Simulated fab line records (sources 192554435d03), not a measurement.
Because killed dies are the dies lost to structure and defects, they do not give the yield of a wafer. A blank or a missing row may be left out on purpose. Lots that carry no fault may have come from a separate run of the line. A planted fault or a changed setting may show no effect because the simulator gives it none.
Chamber matching    flow n5_finfet    rie_diel-04 running N5_BEOL_M10_VIA_ETCH_34: 4 sister chambers
The step etches SiCOH lowk in C4F6/O2, target depth 184.5 nm, time 69.2 s. 7 wafers are shown with their chamber, then 9 later ones without.

WAFERS PAIRED WITH THEIR CHAMBERS
wafer   chamber  showerhead_plenum_p_Torr (Torr)  throttle_valve_pct (%)
L084.3  1        2.69                             20.45
L089.1  2        2.91                             21.04
L089.5  3        2.79                             20.67
L089.6  0        3.04                             20.66
L090.3  3        2.78                             20.67
L090.4  2        2.91                             21.04
L090.6  1        2.68                             20.48

WAFERS MISSING THEIR CHAMBER
wafer   showerhead_plenum_p_Torr (Torr)  throttle_valve_pct (%)
L091.1  2.91                             21.06
L091.5  2.78                             20.66
L091.6  3.04                             20.67
L092.1  3.04                             20.68
L092.3  2.91                             21.05
L092.4  3.04                             20.68
L096.1  2.90                             21.07
L096.4  3.03                             20.69
L096.5  2.90                             21.07

EACH ONE'S CHAMBER
wafer   from the rows above  in truth
L091.1  2                    2
L091.5  3                    3
L091.6  0                    0
L092.1  0                    0
L092.3  2                    2
L092.4  0                    0
L096.1  2                    2
L096.4  0                    0
L096.5  2                    2
Correctly placed: 9 of 9. Not placeable from these rows: 0. Number placed wrongly: 0.
How it was worked out, from the rows above alone: a wafer's distance from a chamber is the root of the sum, over the readings, of the square of ((its reading less the chamber's mean) divided by the reading's scatter). The wafer belongs to the nearest chamber; if the next one is less than 2 further off, it can't be placed. The mean given for a chamber averages the wafers shown for that chamber. The scatter is the square root of a quotient: the sum, over the shown wafers, of each reading's squared deviation from its chamber's mean, divided by wafers minus chambers.
